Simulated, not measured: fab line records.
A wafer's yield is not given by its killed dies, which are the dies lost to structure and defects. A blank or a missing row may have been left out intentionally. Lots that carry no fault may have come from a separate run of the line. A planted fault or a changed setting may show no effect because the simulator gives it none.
fab line records | flow n5-finfet
[record] lots = 7 wafers = 21
route steps=1938 shown BEOL_M6@1211 BEOL_M7@1270 BEOL_M8@1342
start-h: hours from the record's first day to the start of the lot's first wafer shown | wait-h: how many hours have passed since the lot's step before this one | " repeats the value in the row above | L1.1+2: a single row standing in for several wafers | - no value, or no start was given | * or withheld: withheld | < > ~ a bound
route shown NAME@n: names a module that has steps shown in the file, with the first one's number in the route | usual: mean and standard deviation over wafers with no fault | same: alike in all rows | chamber/n: place in a boat | sites: per-site readings | _std_site: standard deviation across them | _edge_site: mean of outer sites minus mean of inner sites | radius-mm: how far each site lies from the wafer's centre | mask NAME#n: copy n | behind: the tool/chamber that last shaped the wafer | hold: what put the lot on hold/how long, in hours/how the hold closed | device: the transistor (n, p or np) that didn't switch | end of line: the tests these same wafers got at the end of their route | where a step has no rows: the recipe by itself | killed: at the first sort, the dies lost to defects and structure; wafer yield is something else | map: a wafer's dies, x killed, . not, _ none there
set.NAME: setting as actually run; set.NAME@STEP: the setting as run at that earlier step | model.NAME: the simulator's own value behind a step, which no gauge read
one table per step and one row per wafer, for lots whose settings were changed on purpose
[[steps]]
[step N5_BEOL_M6_ETCH_61]
[recipe] chemistry = CF4 target = SiARC target-depth-a = 455 mask-material = CAR-ArF time-s = 75.8 ion-energy-ev = 80 pressure-mtorr = 40 source-w = 545 bias-w = 36 Ar_flow_sccm = 100 cf4-flow-sccm = 100 ends = cleared
[usual] rf-vpp-V = 184.0/1
// columns lot.wafer tool chamber start-h wait-h set.bias-w set.dose-mj@BEOL_M6_EXPOSE_08 rf-vpp-V model.BEOL_M6.cd-offset-nm
L075.1 rie-diel-05 0 181.57 0.0 36 68.25 183.9 0
L075.3 " 3 " " 36 68.25 184.0 0
L075.4 " 1 " " 36 68.25 182.4 -0.2
L078.1 rie-diel-01 1 205.57 0.0 36 68.25 183.6 1
L078.2 " 3 " " 36 66.56 183.9 -0.6
L078.6 " 3 " " 36 66.56 185.1 -0.2
L085.1 rie-diel-06 2 238.12 0.0 36 68.25 183.4 0.2
L085.5 " 2 " " 36 68.25 185.1 0.4
L085.6 " 0 " " 31.88 68.25 170.8 1.2
L087.3 rie-diel-06 3 308.76 0.0 40.17 68.25 196.4 0.2
L087.4 " 3 " " 40.17 70.91 196.9 2.4
L087.6 " 0 " " 36 70.91 183.9 2.4
L093.3 rie-diel-01 0 321.63 0.0 36 65.02 184.1 -2
L093.4 " 2 " " 42.15 68.25 202.0 -0.6
L093.6 " 1 " " 42.15 68.25 204.1 0
L097.3 rie-diel-06 0 347.09 0.0 32.96 65.71 173.9 -1.4
L097.5 " 0 " " 32.96 65.71 174.4 -1
L097.6 " 1 " " 36 68.25 185.0 0.2
L092.1 rie-diel-01 1 351.77 0.0 36 70.89 183.7 1.8
L092.3 " 3 " " 36 70.89 183.9 2
L092.6 " 3 " " 36 68.25 184.8 0
[step N5_BEOL_M6_ETCH_62]
[recipe] chemistry = N2/H2 target = SOC target-depth-a = 1100 overetch-a = 220 mask-material = SiARC temp-c = 40 time-s = 165 ion-energy-ev = 200 pressure-mtorr = 30 source-w = 840 bias-w = 150 n2-flow-sccm = 200 h2-flow-sccm = 200
// columns lot.wafer tool chamber start-h wait-h set.dose-mj@BEOL_M6_EXPOSE_08 model.BEOL_M6.cd-offset-nm
L075.1 rie-diel-05 0 181.63 0.0 68.25 0
L075.3 " 3 " " 68.25 -0.2
L075.4 " 1 " " 68.25 -0.4
L078.1 rie-diel-01 1 205.63 0.0 68.25 1
L078.2 " 3 " " 66.56 -0.4
L078.6 " 3 " " 66.56 0
L085.1 rie-diel-06 2 238.17 0.0 68.25 0
L085.5 " 2 " " 68.25 0.2
L085.6 " 0 " " 68.25 1
L087.3 rie-diel-06 3 308.82 0.0 68.25 0.4
L087.4+6 " 3,0 " " 70.91 2.2
L093.3 rie-diel-01 0 321.69 0.0 65.02 -2
L093.4 " 2 " " 68.25 -1
L093.6 " 1 " " 68.25 -0.2
L097.3 rie-diel-06 0 347.15 0.0 65.71 -1.6
L097.5 " 0 " " 65.71 -1.2
L097.6 " 1 " " 68.25 0.6
L092.1 rie-diel-01 1 351.83 0.0 70.89 2
L092.3 " 3 " " 70.89 2.4
L092.6 " 3 " " 68.25 0.2
[step N5_BEOL_M6_STRIP_68]
[recipe] chemistry = N2/H2 temp-c = 40 n2-flow-sccm = 200 h2-flow-sccm = 200 rf-frequency-hz = 6e+07
[step N5_BEOL_M6_STRIP_67]
[recipe] chemistry = CF4 resist = SiARC power-w = 300 bias-power-w = 75 pressure-mtorr = 50 cf4-flow-sccm = 150 rf-frequency-hz = 6e+07
[step N5_BEOL_M6_HM_OPEN_17]
[recipe] chemistry = Cl2/BCl3 target-depth-a = 200 overetch-a = 60 target = TiN mask-material = SOC ion-energy-ev = 150 pressure-mtorr = 10 icp-w = 1000 bias-w = 126 Cl2_flow_sccm = 53.25 bcl3-flow-sccm = 21.75 Ar_flow_sccm = 25
// columns lot.wafer tool chamber start-h wait-h set.dose-mj@BEOL_M6_EXPOSE_08 model.BEOL_M6.cd-offset-nm
L075.1 rie-metal-03 1 181.81 0.0 68.25 0.2
L075.3+4 " 1,0 " " 68.25 -0.2
L078.1 rie-metal-01 0 205.81 0.0 68.25 1
L078.2 " 1 " " 66.56 -0.6
L078.6 " 0 " " 66.56 0
L085.1+5 rie-metal-02 1 238.36 0.0 68.25 0
L085.6 " 0 " " 68.25 1.2
L087.3 rie-metal-02 1 309.03 0.1 68.25 0.4
L087.4 " 0 " " 70.91 2.6
L087.6 " 0 " " 70.91 2.4
L093.3 rie-metal-01 1 321.91 0.1 65.02 -2
L093.4 " 0 " " 68.25 -1
L093.6 " 0 " " 68.25 -0.2
L097.3 rie-metal-03 1 347.37 0.1 65.71 -1.8
L097.5 " 1 " " 65.71 -1.2
L097.6 " 0 " " 68.25 0.6
L092.1 rie-metal-02 1 352.02 0.0 70.89 2.2
L092.3 " 1 " " 70.89 2.6
L092.6 " 0 " " 68.25 0.4
[step N5_BEOL_M6_STRIP_19]
[recipe] chemistry = O2 power-w = 400 temp-c = 40 pressure-mtorr = 30 rf-frequency-hz = 6e+07 bias-power-w = 0 overash-fraction = 0.2 o2-flow-sccm = 225
[step N5_BEOL_M6_PRECLEAN_42]
[recipe] chemistry = residue-remover time-s = 60 temp-c = 40
[step N5_BEOL_M6_SRD_43]
[recipe] time-s = 30 temp-c = 23 rinse-liquid = diw dry = ipa-marangoni
[step N5_BEOL_M6_CD_MEAS_35]
[recipe] target-cd-nm = 40 target-cd-y-nm = 28 polarity = opening
[usual] cd-nm = 40.2/0.59
// columns lot.wafer tool chamber start-h wait-h set.dose-mj@BEOL_M6_EXPOSE_08 cd-nm
L075.1 cd-sem-02 - 184.06 0.0 68.25 39.8
L075.3 " - " " 68.25 39.8
L075.4 " - " " 68.25 40.0
L078.1 cd-sem-02 - 208.95 0.0 68.25 40.9
L078.2 " - " " 66.56 39.3
L078.6 " - " " 66.56 40.0
L085.1 cd-sem-03 - 241.09 0.0 68.25 39.6
L085.5 " - " " 68.25 39.8
L085.6 " - " " 68.25 40.9
L087.3 cd-sem-01 - 313.41 0.0 68.25 40.4
L087.4 " - " " 70.91 42.4
L087.6 " - " " 70.91 42.5
L093.3 cd-sem-01 - 327.12 0.0 65.02 38.0
L093.4 " - " " 68.25 38.7
L093.6 " - " " 68.25 40.1
L097.3 cd-sem-03 - 350.64 0.0 65.71 38.2
L097.5 " - " " 65.71 38.8
L097.6 " - " " 68.25 40.7
L092.1 cd-sem-02 - 355.92 0.0 70.89 41.9
L092.3 " - " " 70.89 42.2
L092.6 " - " " 68.25 40.5
[step N5_BEOL_M7_COAT_05]
[recipe] resist = CAR-ArF spin-rpm = 1500 resist-thk-nm = 90
// columns lot.wafer tool chamber start-h wait-h set.spin-rpm model.CAR-ArF_of_BEOL_M7_COAT_05.thk-nm
L075.1+3+4 litho-track-02 0 - - 1500 90
L078.1 litho-track-05 0 - - 1500 90.2
L078.2 " 0 " " 1500 90
L078.6 " 0 " " 1632 86.6
L085.1 litho-track-05 0 - - 1500 90.2
L085.5 " 0 " " 1500 89.8
L085.6 " 0 " " 1500 90.4
L087.3+4+6 litho-track-02 0 - - 1500 90.2
L093.3+4 litho-track-04 0 - - 1554 88.4
L093.6 " 0 " " 1500 90
L097.3 litho-track-04 0 - - 1500 90
L097.5 " 0 " " 1500 89.6
L097.6 " 0 " " 1500 89.8
L092.1+6 litho-track-04 0 - - 1500 90.2
L092.3 " 0 " " 1347 95
[step N5_BEOL_M7_EXPOSE_08]
[recipe] mask-id = M7 na = 1.35 source-shape = dipole sigma-inner = 0.817 sigma-outer = 0.97 polarization = te dose-mj = 68.25
// columns lot.wafer tool chamber start-h wait-h mask set.dose-mj
L075.1+3+4 arfi-scanner-02 0 188.69 - M7#0 68.25
L078.1 arfi-scanner-01 0 212.59 - M7#0 68.25
L078.2+6 " 0 " " M7#0 72.64
L085.1 arfi-scanner-01 0 244.07 - M7#0 72.34
L085.5+6 " 0 " " M7#0 68.25
L087.3+4+6 arfi-scanner-02 0 321.14 - M7#0 68.25
L093.3+6 arfi-scanner-02 0 334.83 - M7#0 68.25
L093.4 " 0 " " M7#0 73.21
L097.3 arfi-scanner-03 0 357.35 - M7#0 63.95
L097.5+6 " 0 " " M7#0 68.25
L092.1+6 arfi-scanner-02 0 361.57 - M7#0 65.33
L092.3 " 0 " " M7#0 68.25
[step N5_BEOL_M7_PEB_09]
[recipe] peb-temp-c = withheld peb-time-s = 60 resist = CAR-ArF
[step N5_BEOL_M7_DEVELOP_10]
[recipe] develop-time-s = 30 developer = TMAH resist = CAR-ArF rinse-liquid = diw dry = air-spin dev-temp-c = 23
// columns lot.wafer tool chamber start-h wait-h set.spin-rpm@BEOL_M7_COAT_05 model.CAR-ArF_of_BEOL_M7_COAT_05.thk-nm
L075.1+3 litho-track-04 0 - - 1500 88.4
L075.4 " 0 " " 1500 88.2
L078.1+2 litho-track-05 0 - - 1500 88.4
L078.6 " 0 " " 1632 84.8
L085.1+6 litho-track-04 0 - - 1500 88.6
L085.5 " 0 " " 1500 88.2
L087.3+4+6 litho-track-04 0 - - 1500 88.6
L093.3 litho-track-02 0 - - 1554 86.6
L093.4 " 0 " " 1554 86.8
L093.6 " 0 " " 1500 88.2
L097.3 litho-track-04 0 - - 1500 88.4
L097.5 " 0 " " 1500 87.8
L097.6 " 0 " " 1500 88.2
L092.1 litho-track-02 0 - - 1500 88.6
L092.3 " 0 " " 1347 93.4
L092.6 " 0 " " 1500 88.4
[step N5_BEOL_M7_CD_MEAS_11]
[recipe] target-cd-nm = 38.5 landing-energy-ev = 500 detector = se-inlens polarity = opening
[usual] cd-nm = 38.6/0.58
// columns lot.wafer tool chamber start-h wait-h set.dose-mj@BEOL_M7_EXPOSE_08 cd-nm
L075.1 cd-sem-02 0 188.82 - 68.25 38.4
L075.3 " 0 " " 68.25 38.8
L075.4 " 0 " " 68.25 38.3
L078.1 cd-sem-01 0 212.72 - 68.25 39.6
L078.2 " 0 " " 72.64 42.1
L078.6 " 0 " " 72.64 41.4
L085.1 cd-sem-01 0 244.20 - 72.34 40.0
L085.5 " 0 " " 68.25 37.9
L085.6 " 0 " " 68.25 38.5
L087.3 cd-sem-02 0 321.26 - 68.25 38.2
L087.4 " 0 " " 68.25 39.7
L087.6 " 0 " " 68.25 38.4
L093.3 cd-sem-02 0 334.95 - 68.25 38.0
L093.4 " 0 " " 73.21 41.2
L093.6 " 0 " " 68.25 37.6
L097.3 cd-sem-02 0 357.47 - 63.95 35.8
L097.5 " 0 " " 68.25 38.2
L097.6 " 0 " " 68.25 38.4
L092.1 cd-sem-03 0 361.70 - 65.33 36.4
L092.3 " 0 " " 68.25 37.7
L092.6 " 0 " " 65.33 36.0
[step N5_BEOL_M7_DESCUM_16]
[recipe] chemistry = O2 time-s = 7.9 source-power-w = 50 bias-power-w = 20 pressure-mtorr = 20 rf-frequency-hz = 2.712e+07 temp-c = 40 resist = CAR-ArF o2-flow-sccm = 225
[step N5_BEOL_M7_ETCH_61]
[recipe] chemistry = CF4 target = SiARC target-depth-a = 455 mask-material = CAR-ArF time-s = 75.8 ion-energy-ev = 80 pressure-mtorr = 40 source-w = 545 bias-w = 36 Ar_flow_sccm = 100 cf4-flow-sccm = 100 ends = cleared
// columns lot.wafer tool chamber start-h wait-h set.dose-mj@BEOL_M7_EXPOSE_08 model.BEOL_M7.cd-offset-nm
L075.1 rie-diel-02 1 188.94 0.0 68.25 -0.2
L075.3 " 0 " " 68.25 0.4
L075.4 " 3 " " 68.25 -0.4
L078.1 rie-diel-03 0 213.03 0.0 68.25 1.4
L078.2 " 1 " " 72.64 4
L078.6 " 0 " " 72.64 3.2
L085.1 rie-diel-03 0 244.67 0.0 72.34 2
L085.5 " 1 " " 68.25 -0.2
L085.6 " 0 " " 68.25 0.2
L087.3+6 rie-diel-04 2 321.38 0.0 68.25 0.2
L087.4 " 1 " " 68.25 1
L093.3+6 rie-diel-04 0,2 335.13 0.0 68.25 -0.6
L093.4 " 2 " " 73.21 2.8
L097.3 rie-diel-03 3 357.59 0.0 63.95 -2.6
L097.5 " 3 " " 68.25 -0.4
L097.6 " 2 " " 68.25 0.4
L092.1 rie-diel-03 3 361.88 0.0 65.33 -2
L092.3 " 0 " " 68.25 -0.6
L092.6 " 3 " " 65.33 -2.8
[step N5_BEOL_M7_ETCH_62]
[recipe] chemistry = N2/H2 target = SOC target-depth-a = 1100 overetch-a = 220 mask-material = SiARC temp-c = 40 time-s = 165 ion-energy-ev = 200 pressure-mtorr = 30 source-w = 840 bias-w = 150 n2-flow-sccm = 200 h2-flow-sccm = 200
// columns lot.wafer tool chamber start-h wait-h set.dose-mj@BEOL_M7_EXPOSE_08 model.BEOL_M7.cd-offset-nm
L075.1 rie-diel-02 1 189.00 0.0 68.25 -0.2
L075.3 " 0 " " 68.25 0.2
L075.4 " 3 " " 68.25 -0.8
L078.1 rie-diel-03 0 213.09 0.0 68.25 1
L078.2 " 1 " " 72.64 4.2
L078.6 " 0 " " 72.64 3
L085.1 rie-diel-03 0 244.72 0.0 72.34 2.2
L085.5 " 1 " " 68.25 -0.4
L085.6 " 0 " " 68.25 0.2
L087.3+6 rie-diel-04 2 321.43 0.0 68.25 0.6
L087.4 " 1 " " 68.25 1.2
L093.3 rie-diel-04 0 335.19 0.0 68.25 -0.6
L093.4 " 2 " " 73.21 3.2
L093.6 " 2 " " 68.25 -0.4
L097.3 rie-diel-03 3 357.65 0.0 63.95 -2.4
L097.5 " 3 " " 68.25 -0.4
L097.6 " 2 " " 68.25 0.4
L092.1 rie-diel-03 3 361.93 0.0 65.33 -2
L092.3 " 0 " " 68.25 -0.4
L092.6 " 3 " " 65.33 -2.8
[step N5_BEOL_M7_STRIP_68]
[recipe] chemistry = N2/H2 temp-c = 40 n2-flow-sccm = 200 h2-flow-sccm = 200 rf-frequency-hz = 6e+07
[step N5_BEOL_M7_STRIP_67]
[recipe] chemistry = CF4 resist = SiARC power-w = 300 bias-power-w = 75 pressure-mtorr = 50 cf4-flow-sccm = 150 rf-frequency-hz = 6e+07
[step N5_BEOL_M7_HM_OPEN_17]
[recipe] chemistry = Cl2/BCl3 target-depth-a = 200 overetch-a = 60 target = TiN mask-material = SOC ion-energy-ev = 150 pressure-mtorr = 10 icp-w = 1000 bias-w = 126 Cl2_flow_sccm = 53.25 bcl3-flow-sccm = 21.75 Ar_flow_sccm = 25
// columns lot.wafer tool chamber start-h wait-h set.dose-mj@BEOL_M7_EXPOSE_08 model.BEOL_M7.cd-offset-nm
L075.1 rie-metal-02 0 189.19 0.0 68.25 0
L075.3 " 0 " " 68.25 0.4
L075.4 " 1 " " 68.25 -0.8
L078.1 rie-metal-01 1 213.27 0.0 68.25 1
L078.2 " 0 " " 72.64 4
L078.6 " 1 " " 72.64 3
L085.1 rie-metal-02 0 244.91 0.0 72.34 2.4
L085.5 " 0 " " 68.25 -0.2
L085.6 " 1 " " 68.25 0.2
L087.3 rie-metal-02 0 321.65 0.1 68.25 0.8
L087.4 " 1 " " 68.25 1.2
L087.6 " 1 " " 68.25 0.6
L093.3 rie-metal-02 1 335.40 0.1 68.25 -0.6
L093.4 " 0 " " 73.21 3.4
L093.6 " 0 " " 68.25 -0.2
L097.3 rie-metal-02 1 357.87 0.1 63.95 -2.4
L097.5 " 1 " " 68.25 -0.4
L097.6 " 0 " " 68.25 0.6
L092.1 rie-metal-02 1 362.12 0.0 65.33 -2
L092.3 " 0 " " 68.25 -0.4
L092.6 " 0 " " 65.33 -2.6
[step N5_BEOL_M7_STRIP_19]
[recipe] chemistry = O2 power-w = 400 temp-c = 40 pressure-mtorr = 30 rf-frequency-hz = 6e+07 bias-power-w = 0 overash-fraction = 0.2 o2-flow-sccm = 225
[step N5_BEOL_M7_CD_MEAS_18]
[recipe] pitch-nm = 80 target-cd-nm = 40
[usual] cd-nm = 40.1/0.66
// columns lot.wafer tool chamber start-h wait-h set.dose-mj@BEOL_M7_EXPOSE_08 cd-nm
L075.1 cd-sem-01 - 189.37 0.0 68.25 40.2
L075.3 " - " " 68.25 40.1
L075.4 " - " " 68.25 38.9
L078.1 cd-sem-03 - 213.45 0.0 68.25 41.2
L078.2 " - " " 72.64 44.0
L078.6 " - " " 72.64 43.0
L085.1 cd-sem-01 - 245.10 0.1 72.34 42.6
L085.5 " - " " 68.25 39.7
L085.6 " - " " 68.25 40.6
L087.3 cd-sem-03 - 321.81 0.1 68.25 41.0
L087.4 " - " " 68.25 41.0
L087.6 " - " " 68.25 40.6
L093.3 cd-sem-02 - 335.60 0.1 68.25 39.4
L093.4 " - " " 73.21 43.3
L093.6 " - " " 68.25 39.8
L097.3 cd-sem-02 - 358.17 0.1 63.95 37.5
L097.5 " - " " 68.25 39.5
L097.6 " - " " 68.25 40.6
L092.1 cd-sem-02 - 362.42 0.0 65.33 37.9
L092.3 " - " " 68.25 39.5
L092.6 " - " " 65.33 37.4
[step N5_BEOL_M7_COAT_63]
[recipe] resist = SOC temp-c = 250 time-s = 60 spin-rpm = 1500 resist-thk-nm = 60
[step N5_BEOL_M7_COAT_64]
[recipe] resist = SiARC temp-c = 220 time-s = 60 spin-rpm = 1500 resist-thk-nm = 12
[step N5_BEOL_M7_PRECLEAN_42]
[recipe] chemistry = residue-remover time-s = 60 temp-c = 40
[step N5_BEOL_M7_SRD_43]
[recipe] time-s = 30 temp-c = 23 rinse-liquid = diw dry = ipa-marangoni
[step N5_BEOL_M7_CD_MEAS_35]
[recipe] target-cd-nm = 40 polarity = opening
[usual] cd-nm = 40.1/0.65
// columns lot.wafer tool chamber start-h wait-h set.dose-mj@BEOL_M7_EXPOSE_08 cd-nm
L075.1 cd-sem-03 - 191.15 0.0 68.25 40.0
L075.3 " - " " 68.25 40.1
L075.4 " - " " 68.25 39.2
L078.1 cd-sem-02 - 215.06 0.0 68.25 40.8
L078.2 " - " " 72.64 43.9
L078.6 " - " " 72.64 43.2
L085.1 cd-sem-03 - 246.23 0.0 72.34 42.4
L085.5 " - " " 68.25 39.6
L085.6 " - " " 68.25 40.1
L087.3 cd-sem-02 - 326.45 0.0 68.25 40.4
L087.4 " - " " 68.25 41.3
L087.6 " - " " 68.25 40.7
L093.3 cd-sem-02 - 338.25 0.0 68.25 39.3
L093.4 " - " " 73.21 43.5
L093.6 " - " " 68.25 39.8
L097.3 cd-sem-02 - 361.33 0.0 63.95 37.4
L097.5 " - " " 68.25 39.5
L097.6 " - " " 68.25 40.4
L092.1 cd-sem-02 - 366.49 0.0 65.33 37.8
L092.3 " - " " 68.25 39.5
L092.6 " - " " 65.33 37.5
[step N5_BEOL_M8_EXPOSE_08]
[recipe] mask-id = M8 na = 1.35 source-shape = dipole sigma-inner = 0.817 sigma-outer = 0.97 polarization = te dose-mj = 68.25
// columns lot.wafer tool chamber start-h wait-h mask set.dose-mj
L075.1+3+4 arfi-scanner-02 0 196.06 - M8#0 68.25
L078.1+6 arfi-scanner-03 0 219.44 - M8#0 68.25
L078.2 " 0 " " M8#0 64.1
L085.1+5+6 arfi-scanner-02 0 249.12 - M8#0 68.25
L087.3+4+6 arfi-scanner-02 0 329.63 - M8#0 68.25
L093.3+4+6 arfi-scanner-03 0 345.06 - M8#0 68.25
L097.3+6 arfi-scanner-01 0 367.23 - M8#0 68.25
L097.5 " 0 " " M8#0 71
L092.1+3 arfi-scanner-02 0 371.93 - M8#0 68.25
L092.6 " 0 " " M8#0 66.53
[[key]]
[split] step = N5_BEOL_M6_ETCH_61 setting = bias-w stated = 36 by = wafer
[response] step = N5_BEOL_M6_ETCH_61 reading = rf-vpp-V change = +1.14 per = 1% r = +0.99
[split] step = N5_BEOL_M7_COAT_05 setting = spin-rpm stated = 1500 by = wafer
[response] step = N5_BEOL_M7_COAT_05 reading = model.CAR-ArF_of_BEOL_M7_COAT_05.thk-nm change = -0.44 per = 1% r = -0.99
[response] step = N5_BEOL_M7_DEVELOP_10 reading = model.CAR-ArF_of_BEOL_M7_COAT_05.thk-nm change = -0.448 per = 1% r = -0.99
[split] step = N5_BEOL_M7_EXPOSE_08 setting = dose-mj stated = 68.25 by = wafer
[response] step = N5_BEOL_M7_CD_MEAS_11 reading = cd-nm change = +0.383 per = 1% r = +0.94
[response] step = N5_BEOL_M7_ETCH_61 reading = model.BEOL_M7.cd-offset-nm change = +0.398 per = 1% r = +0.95
[response] step = N5_BEOL_M7_ETCH_62 reading = model.BEOL_M7.cd-offset-nm change = +0.431 per = 1% r = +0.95
[response] step = N5_BEOL_M7_HM_OPEN_17 reading = model.BEOL_M7.cd-offset-nm change = +0.436 per = 1% r = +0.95
[response] step = N5_BEOL_M7_CD_MEAS_18 reading = cd-nm change = +0.427 per = 1% r = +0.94
[response] step = N5_BEOL_M7_CD_MEAS_35 reading = cd-nm change = +0.459 per = 1% r = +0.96
[split] step = N5_BEOL_M8_EXPOSE_08 setting = dose-mj stated = 68.25 by = wafer
response none in this file
split outside-this-file step=N5_BEOL_M6_EXPOSE_08 setting=dose-mj
// split outside-this-file: this setting was split too, and the file shows its column; the key of that split is in another file
